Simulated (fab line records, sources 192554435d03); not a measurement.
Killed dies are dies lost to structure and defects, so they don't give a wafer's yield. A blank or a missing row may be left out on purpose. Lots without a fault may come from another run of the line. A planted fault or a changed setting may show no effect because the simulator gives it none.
A struck lot beside a sound one | flow n5_finfet | 15 steps out of a route of 1938
Sound: wafers L775.2, L775.3, L775.6. Struck: wafers L782.1, L782.5. The cause comes at the end.
At each step with rows: each side's tool, then ch and its chambers, then its first start. Under that, the readings that differ: sound wafers | struck wafers | difference of the means | sigmas: that difference in standard deviations of wafers without a fault.
alike: readings whose means differ by less than 2 such deviations, and words and numbers that are the same on both sides. not compared: withheld readings, readings that some wafer has no value for, bounds like >300 that may hide the same value, and numbers for which the record gives no deviation and whose values overlap.
The two part at a step that has a row with sigmas, a row that says differs or no value, or rows on one side only. Numbers that don't overlap but have no deviation are shown without sigmas and don't part them. A reading that every wafer of one side lacks parts them only if that side has two wafers or more.

first, 8 steps without rows for these wafers: N5_BEOL_M11_COAT_63 (time 60 s, resist thk 100 nm); N5_BEOL_M11_COAT_64 (time 60 s, resist thk 30 nm); N5_BEOL_M11_COAT_22 (resist thk 90 nm); N5_BEOL_M11_EBR_24; N5_BEOL_M11_SOFTBAKE_23 (time 60 s); N5_BEOL_M11_EXPOSE_25 (exposes mask V10); N5_BEOL_M11_PEB_26 (peb time 60 s); N5_BEOL_M11_DEVELOP_27 (develop time 30 s).
N5_BEOL_M11_CD_MEAS_28: target cd 70 nm.
  sound on cd_sem-03 ch 0, day 14 05:09; struck on cd_sem-03 ch 0, day 15 21:41
  alike: cd_nm
N5_BEOL_M11_OVL_MEAS_29:
  sound on overlay-02 ch 0, day 14 05:11; struck on overlay-02 ch 0, day 15 21:43
  alike: V10_OVL
N5_BEOL_M11_INSPECT_30: inspects for defects (brightfield).
  sound on defect_inspect-01, day 14 05:12; struck on defect_inspect-01, day 15 21:44
  alike: raw_defect_count
N5_BEOL_M11_DESCUM_33: chemistry O2, time 7.9 s.
  sound on rie_diel-02 ch 0,1,2, day 14 06:35; struck on rie_diel-06 ch 0, day 15 22:15
  alike: drypump_motor_current_A, oes_product_au, rf_vpp_V, showerhead_plenum_p_Torr, throttle_valve_pct
  not compared: rf_hours_counter_h
N5_BEOL_M11_ETCH_65: etches SiARC in CF4, target depth 39 nm, time 65 s.
  sound on rie_diel-02 ch 0,1,2, day 14 06:37; struck on rie_diel-06 ch 0, day 15 22:17
  reading               | sound          | struck    | difference | sigmas
  etch_rf_on_time_s (s) | 65.3 62.7 63.8 | 45.4 45.5 | -18.5      | -13
  oes_product_au (a.u.) | 0.73 0.63 0.74 | 0.91 0.91 | +0.21      | +3
  alike: drypump_motor_current_A, rf_vpp_V, showerhead_plenum_p_Torr, throttle_valve_pct
  not compared: rf_hours_counter_h
N5_BEOL_M11_ETCH_66: etches SOC in N2/H2, target depth 120 nm, overetch 24 nm, time 180 s.
  sound on rie_diel-02 ch 0,1,2, day 14 06:40; struck on rie_diel-06 ch 0, day 15 22:20
  alike: drypump_motor_current_A, oes_product_au, rf_vpp_V, showerhead_plenum_p_Torr, throttle_valve_pct
  not compared: rf_hours_counter_h
-- the record jumps here: 2 days lie between the struck wafers' starts before and after (it left off in module BEOL_M11 and takes up again in module PASSIVATION, whose first step shown is number 1936 of the route) --
N5_PASSIVATION_PROBE_49:
  sound on prober-01, day 16 07:44; struck on prober-01, day 18 01:31
  reading             | sound    | struck | difference | sigmas
  killed_at_front_end | 26 26 37 | 64 46  | +25        | +2
  alike: defect_limited_yield, killed_at_M0_to_M3, killed_at_M4_up, killed_at_contacts, killed_at_other, killed_dies, killed_on_rim, killed_open, killed_short, sort_bin_5_function, sort_bin_6_memory, sort_bin_8_speed, sort_n_pass, sort_yield_pct

WHERE THEY PART
First at N5_BEOL_M11_ETCH_65; last, within this record, at N5_PASSIVATION_PROBE_49.

WHY: what the simulator had put in
Process parameter drift: rie_diel-06, from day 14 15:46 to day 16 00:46, at N5_BEOL_M11_ETCH_65. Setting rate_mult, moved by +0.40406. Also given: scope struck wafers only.
